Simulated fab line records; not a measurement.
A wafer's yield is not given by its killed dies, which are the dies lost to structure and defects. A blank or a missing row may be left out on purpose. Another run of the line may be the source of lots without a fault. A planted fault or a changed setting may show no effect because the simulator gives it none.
Matching of chambers + flow nandHarc + 4 sister chambers for NHARC_P_CONTACT_CMP_01 on cmp-01
The step polishes SiO2, target thk 200 nm. 22 wafers are shown with their chamber, then 11 later ones without.

## WAFERS PAIRED WITH THEIR CHAMBERS
| wafer  | chamber | motorCurrentA (A) | slurryFlowMlMin |
|--------|---------|-------------------|-----------------|
| L077.2 | 0       | 10.3              | 149.8           |
| L077.4 | 1       | 12.6              | 149.9           |
| L077.5 | 3       | 11.2              | 150.0           |
| L080.1 | 0       | 10.3              | 150.0           |
| L080.2 | 3       | 11.9              | 149.5           |
| L080.4 | 2       | 11.6              | 150.1           |
| L082.4 | 1       | 12.6              | 149.7           |
| L082.5 | 3       | 11.6              | 150.1           |
| L082.6 | 2       | 12.1              | 150.1           |
| L084.2 | 2       | 11.9              | 150.6           |
| L084.3 | 3       | 11.5              | 150.1           |
| L084.5 | 3       | 11.9              | 150.5           |
| L087.1 | 2       | 11.5              | 149.7           |
| L087.5 | 3       | 11.7              | 149.9           |
| L087.6 | 0       | 11.1              | 150.0           |
| L086.1 | 1       | 12.7              | 149.1           |
| L086.2 | 3       | 11.2              | 149.6           |
| L086.5 | 3       | 11.8              | 150.5           |
| L088.1 | 3       | 11.7              | 149.9           |
| L088.3 | 0       | 10.3              | 150.1           |
| L088.6 | 2       | 11.8              | 150.3           |
| L091.2 | 2       | 12.1              | 150.4           |

SIGNATURES (means of the wafers above)
| reading         | chamber 0 | chamber 1 | chamber 2 | chamber 3 | scatter within a chamber |
|-----------------|-----------|-----------|-----------|-----------|--------------------------|
| motorCurrentA   | 10.500    | 12.633    | 11.833    | 11.611    | 0.276                    |
| slurryFlowMlMin | 149.975   | 149.567   | 150.200   | 150.011   | 0.318                    |
Rule: distance of a wafer from a chamber = root of the sum over the readings of ((wafer's reading minus chamber's mean) / reading's scatter) squared. The wafer belongs to the nearest chamber; if the next one is less than 2 further off, it can't be placed. The scatter is the square root of a quotient: the sum, over the shown wafers, of each reading's squared deviation from its chamber's mean, divided by wafers minus chambers.

## WAFERS WITH NO CHAMBER GIVEN
| wafer  | motorCurrentA (A) | slurryFlowMlMin |
|--------|-------------------|-----------------|
| L091.4 | 12.3              | 148.9           |
| L091.6 | 12.4              | 149.1           |
| L092.2 | 12.4              | 149.8           |
| L092.4 | 12.2              | 150.0           |
| L092.6 | 12.9              | 150.5           |
| L093.1 | 11.9              | 150.3           |
| L093.2 | 11.8              | 149.5           |
| L093.6 | 10.8              | 150.0           |
| L096.1 | 11.5              | 149.3           |
| L096.4 | 12.0              | 149.7           |
| L096.5 | 10.4              | 149.6           |

## WHICH CHAMBER EACH WENT THROUGH
| wafer  | from the rows above               | in truth |
|--------|-----------------------------------|----------|
| L091.4 | can't be placed: 1 or 3           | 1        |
| L091.6 | 1                                 | 1        |
| L092.2 | can't be placed: 1 or 2 or 3      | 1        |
| L092.4 | can't be placed: 2 or 1 or 3      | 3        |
| L092.6 | can't be placed: 1 or 2 or 3      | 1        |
| L093.1 | can't be placed: 2 or 3           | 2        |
| L093.2 | can't be placed: 3 or 2 or 1      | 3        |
| L093.6 | can't be placed: 0 or 3           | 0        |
| L096.1 | can't be placed: 3 or 2 or 1 or 0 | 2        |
| L096.4 | can't be placed: 2 or 3 or 1      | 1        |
| L096.5 | 0                                 | 0        |
Correct placement for 2 of the 11. Can't be placed from these rows: 9 (the true chamber is among the candidates in 9). Wrongly placed: 0.
